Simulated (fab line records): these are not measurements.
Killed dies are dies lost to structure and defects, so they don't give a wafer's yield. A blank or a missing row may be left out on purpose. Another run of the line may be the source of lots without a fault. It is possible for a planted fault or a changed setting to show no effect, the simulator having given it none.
Matching of chambers	flow n5 finfet	rie diel-05 running N5_BEOL_M5_ETCH_68: 4 sister chambers
The step etches SOC in N2/H2, target depth 80 nm, overetch 16 nm, time 120 s. 4 wafers are shown with their chamber, then 6 later ones without.

## WAFERS PAIRED WITH THEIR CHAMBERS
wafer	chamber	throttle valve pct (%)
L085.2	2	17.84
L085.6	1	18.20
L088.1	3	17.92
L088.3	0	17.39

## WAFERS WHOSE CHAMBER IS MISSING
wafer	throttle valve pct (%)
L088.5	18.24
L091.2	17.93
L091.5	18.25
L093.1	17.43
L093.2	17.96
L093.4	17.47

## EACH ONE'S CHAMBER
wafer	from the rows above	in truth
L088.5	1	1
L091.2	can't be placed: 3 or 2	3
L091.5	1	1
L093.1	0	0
L093.2	can't be placed: 3 or 2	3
L093.4	0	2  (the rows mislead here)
Correctly placed: 3 of 6. From these rows, 2 cannot be placed; in 2 the true chamber is one of the candidates. Number placed wrongly: 1.
How it was worked out, from the rows above alone: a wafer's distance from a chamber is the root of the sum, over the readings, of the square of ((its reading less the chamber's mean) divided by the reading's scatter). The wafer belongs to the nearest chamber; if the next one is less than 2 further off, it can't be placed. For every chamber, the mean is computed from those of its wafers that are shown. The scatter: root of mean squared gap, hidden wafer to nearest shown wafer, with one shown wafer a chamber.
